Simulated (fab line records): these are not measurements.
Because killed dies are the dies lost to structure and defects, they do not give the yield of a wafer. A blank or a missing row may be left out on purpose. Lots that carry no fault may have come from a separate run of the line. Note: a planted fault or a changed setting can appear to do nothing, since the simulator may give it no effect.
Comparing a struck lot with a sound one -- flow n5Finfet -- 19 steps out of a route of 1938
Sound: wafers L336.1, L336.3, L336.4. Struck: wafers L347.4, L347.6 (left out: L347.2, a lot-mate that was not struck); the cause follows at the end.
At each step with rows: each side's tool, then ch and its chambers, then its first start. Under that, the readings that differ: sound wafers -- struck wafers -- difference of the means -- sigmas: that difference in standard deviations of wafers without a fault.
alike: readings whose means differ by less than 2 such deviations, and words and numbers that are the same on both sides. not compared: withheld readings, readings that some wafer has no value for, bounds like >300 that may hide the same value, and numbers for which the record gives no deviation and whose values overlap.
Wherever a step has rows on one side only, a row that says differs or no value, or a row with sigmas, the two part there. When numbers do not overlap yet have no deviation, they are printed without sigmas and do not part them. A reading missing from all wafers of one side parts the sides only when that side holds two or more wafers.

N5_BEOL_M14_ETCH_67: etches SiARC in CF4, target depth 143 nm, time 238.3 s.
  sound on rieDiel-02 ch 0,3, day 11 17:25; struck on rieDiel-02 ch 0,3, day 14 17:43
  alike: drypumpMotorCurrentA, etchRfOnTimeS, oesProductAu, rfVppV, showerheadPlenumPTorr, throttleValvePct
  not compared: rfHoursCounterH
then, 2 steps without rows for these wafers: N5_BEOL_M14_ETCH_68 (etches SOC in N2/H2, time 450 s); N5_BEOL_M14_STRIP_69 (strips in N2/H2).
N5_BEOL_M14_TRENCH_ETCH_34: etches SiO2 in C4F8/O2/Ar, target depth 556.65 nm, time 126.9 s.
  sound on rieDiel-02 ch 0,3, day 11 17:50; struck on rieDiel-02 ch 0,3, day 14 18:08
  alike: C4F8_flow_sccm, drypumpMotorCurrentA, heOuterTorr, oes_ar_750_au, oesProductAu, rfVppV, showerheadPlenumPTorr, throttleValvePct
  not compared: rfHoursCounterH
then, 1 step without rows for these wafers: N5_BEOL_M14_STRIP_70 (strips in C4F8/O2/Ar).
N5_BEOL_M14_OCD_MEAS_35:
  sound on ocd-02, day 11 17:59; struck on ocd-02, day 14 18:17
  alike: trenchDepthNm
N5_BEOL_M14_STRIP_37: strips in O2.
  sound on rieDiel-06 ch 0,1,3, day 11 20:01; struck on rieDiel-05 ch 3, day 14 18:19
  alike: drypumpMotorCurrentA, oesProductAu, rfVppV, showerheadPlenumPTorr, throttleValvePct
  not compared: rfHoursCounterH
N5_BEOL_M14_ETCH_38: etches SiCN in CF4/N2, target depth 106.5 nm, time 120.6 s.
  sound on rieDiel-06 ch 0,1,3; struck on rieDiel-05 ch 3
  alike: drypumpMotorCurrentA, oesProductAu, rfVppV, showerheadPlenumPTorr, throttleValvePct
  not compared: rfHoursCounterH
then, 4 steps without rows for these wafers: N5_BEOL_M14_PRECLEAN_39 (cleans in residue remover, time 60 s); N5_BEOL_M14_SRD_40 (time 30 s, dry time 30 s); N5_BEOL_M14_DEGAS_41 (time 60 s); N5_BEOL_M14_PRE_CLEAN_42 (time 30 s).
N5_BEOL_M14_SPUTTER_43: material TaN, target thk 15 nm, time 24.19 s.
  sound on pvdSputter-01, day 11 20:49; struck on pvdSputter-01, day 14 18:41
reading,sound,struck,difference,sigmas
model.TaN_of_BEOL_M14_SPUTTER_43.thkNm (nm),15 15 14.6,13 13.4,-2,
  alike: throttleValvePct
N5_BEOL_M14_SPUTTER_44: material Ta, target thk 15 nm, time 24.19 s.
  sound on pvdSputter-01, day 11 20:53; struck on pvdSputter-01, day 14 18:46
  alike: throttleValvePct
then, 3 steps without rows for these wafers: N5_BEOL_M14_SPUTTER_45 (material Cu, target thk 100 nm, time 16.67 s); N5_BEOL_M14_ECD_47 (material Cu, target thk 1248 nm); N5_BEOL_M14_ANNEAL_48 (time 90 s).
N5_BEOL_M14_CMP_49: polishes, stops on SiO2, t overpolish 5.2 s, target thk 560 nm.
  sound on cmp-01 ch 1,2,3, day 11 21:34; struck on cmp-04 ch 0,3, day 14 19:27
reading,sound,struck,difference,sigmas
barrierFieldEndpointS (s),11.03 11.10 11.05,10.63 10.21,-0.64,-2
  alike: headPressurePsi, motorCurrentA, slurryFlowMlMin
N5_BEOL_M14_THK_MEAS_50: measures by xrf.
  sound on filmMetro-02, day 11 21:52; struck on filmMetro-02, day 14 19:44
  alike: M14_THK

## WHERE THEY PART
Only at N5_BEOL_M14_CMP_49, within this record. Later steps at which nothing parts them and some readings are alike: N5_BEOL_M14_THK_MEAS_50.

WHY: what had been put in by the simulator
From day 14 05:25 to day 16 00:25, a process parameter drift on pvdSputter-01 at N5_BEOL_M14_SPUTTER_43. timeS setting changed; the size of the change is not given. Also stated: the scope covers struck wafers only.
